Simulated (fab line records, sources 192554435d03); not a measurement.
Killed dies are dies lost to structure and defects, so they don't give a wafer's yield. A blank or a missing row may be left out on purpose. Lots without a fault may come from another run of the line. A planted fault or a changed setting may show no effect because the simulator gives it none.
Split-lot experiment | flow n5_finfet | 7 lots, 21 wafers read, on a route of 1938 steps

THE SPLIT
At N5_HKMG_FIN_DESCUM_17 (chemistry O2, time 7.9 s), the setting time_s was moved away from the recipe's 7.9 s on 7 of the 21 wafers read, by -21.1% to -8.5%. The other wafers ran this setting at the recipe's value.

The file shows no step between the split and the reading.

THE READING
CAR-ArF_of_HKMG_FIN_COAT_06.thk_nm (the simulator's own value, which no gauge read), in nm, at N5_HKMG_FIN_ETCH_31 (etches SiARC in CF4, target depth 45.5 nm, time 75.8 s). The file gives no usual value for it. The 14 wafers here that ran the recipe average 50.9 nm, standard deviation 0.26 nm.

wafer  | tool, chamber at the split | time_s as run, s | against the recipe | CAR-ArF_of_HKMG_FIN_COAT_06.thk_nm, nm | against lot-mates on the recipe
L078.2 | rie_diel-01, 3,2           | 7.9              | recipe             | 51                                     | -
L078.5 | rie_diel-01, 2             | 7.9              | recipe             | 51                                     | -
L078.4 | rie_diel-01, 3,2           | 7.9              | recipe             | 51.2                                   | -
L082.3 | rie_diel-05, 3             | 7.9              | recipe             | 51.2                                   | -
L082.4 | rie_diel-05, 1             | 7.225            | -8.5%              | 51.6                                   | +0.5
L082.5 | rie_diel-05, 3             | 7.9              | recipe             | 51                                     | -
L087.2 | rie_diel-03, 2             | 6.232            | -21.1%             | 51.4                                   | +1.0
L087.3 | rie_diel-03, 3             | 7.9              | recipe             | 50.4                                   | -
L087.6 | rie_diel-03, 3             | 6.232            | -21.1%             | 51.6                                   | +1.2
L088.1 | rie_diel-03, 0             | 6.905            | -12.6%             | 51                                     | +0.2
L088.3 | rie_diel-03, 1             | 6.905            | -12.6%             | 51                                     | +0.2
L088.2 | rie_diel-03, 3             | 7.9              | recipe             | 50.8                                   | -
L089.2 | rie_diel-03, 3             | 7.9              | recipe             | 51                                     | -
L089.3 | rie_diel-03, 0             | 7.9              | recipe             | 51.2                                   | -
L089.5 | rie_diel-03, 2             | 7.9              | recipe             | 50.8                                   | -
L092.1 | rie_diel-03, 0             | 7.9              | recipe             | 50.8                                   | -
L092.2 | rie_diel-03, 1,0           | 7.9              | recipe             | 50.6                                   | -
L092.5 | rie_diel-03, 1,0           | 7.9              | recipe             | 50.4                                   | -
L095.1 | rie_diel-01, 0             | 6.951            | -12.0%             | 51.4                                   | +0.6
L095.4 | rie_diel-01, 1             | 6.951            | -12.0%             | 51.4                                   | +0.6
L095.6 | rie_diel-01, 0             | 7.9              | recipe             | 50.8                                   | -
Where a row lists several chambers, the file gives one row for several wafers and doesn't say which wafer went through which chamber.

THE FIT
A straight line over all 21 wafers: CAR-ArF_of_HKMG_FIN_COAT_06.thk_nm changes by -0.0301 nm for each +1% of time_s; r = -0.65; the points scatter about the line by 0.27 nm.
The same after taking each lot's own level away (the mean of its wafers on the recipe; 21 wafers): -0.0454 nm for each +1%; r = -0.90; scatter 0.17 nm.
On that fit, the largest move of time_s shifts the reading by 0.96 nm.
The lots' own levels span 50.40 to 51.10 nm, that is 2.7 times the standard deviation above.
So the lot-to-lot level blurs the effect unless lot-mates are compared.
Check: with one of the wafers moved furthest among these (-21.1%) left out of the fit, the line predicts +0.926 nm for it against its lot-mates. It came out at +1 nm against them.

OTHER SPLITS ON THESE WAFERS
These wafers also went through other splits before the reading. Each is held against what the fit with the lots' levels taken away leaves over:
other split on the same wafers | wafers away from the commonest value | r with CAR-ArF_of_HKMG_FIN_COAT_06.thk_nm (lot level and that fit taken away)
N5_SD_EPI_P_EXPOSE_06 dose_mj  | 8                                    | +0.42
N5_ILD0_CMP_03 down_force_psi  | 10                                   | -0.16
N5_ILD0_CMP_12 down_force_psi  | 4                                    | +0.12

THE WHOLE CHAIN: every reading that the file lists as answering this split, in the file's order
step                  | what it does                                           | reading                                                                             | change (the file's fit)                | r (the file's)
N5_HKMG_FIN_DESCUM_17 | chemistry O2, time 7.9 s                               | CAR-ArF_of_HKMG_FIN_COAT_06.thk_nm (the simulator's own value, which no gauge read) | -0.0483 nm for each +1% of the setting | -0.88
N5_HKMG_FIN_ETCH_31   | etches SiARC in CF4, target depth 45.5 nm, time 75.8 s | CAR-ArF_of_HKMG_FIN_COAT_06.thk_nm (the simulator's own value, which no gauge read) | -0.0453 nm for each +1% of the setting | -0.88

THE FILE'S OWN FIT
CAR-ArF_of_HKMG_FIN_COAT_06.thk_nm changes by -0.0453 nm for each +1% of time_s, r = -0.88.
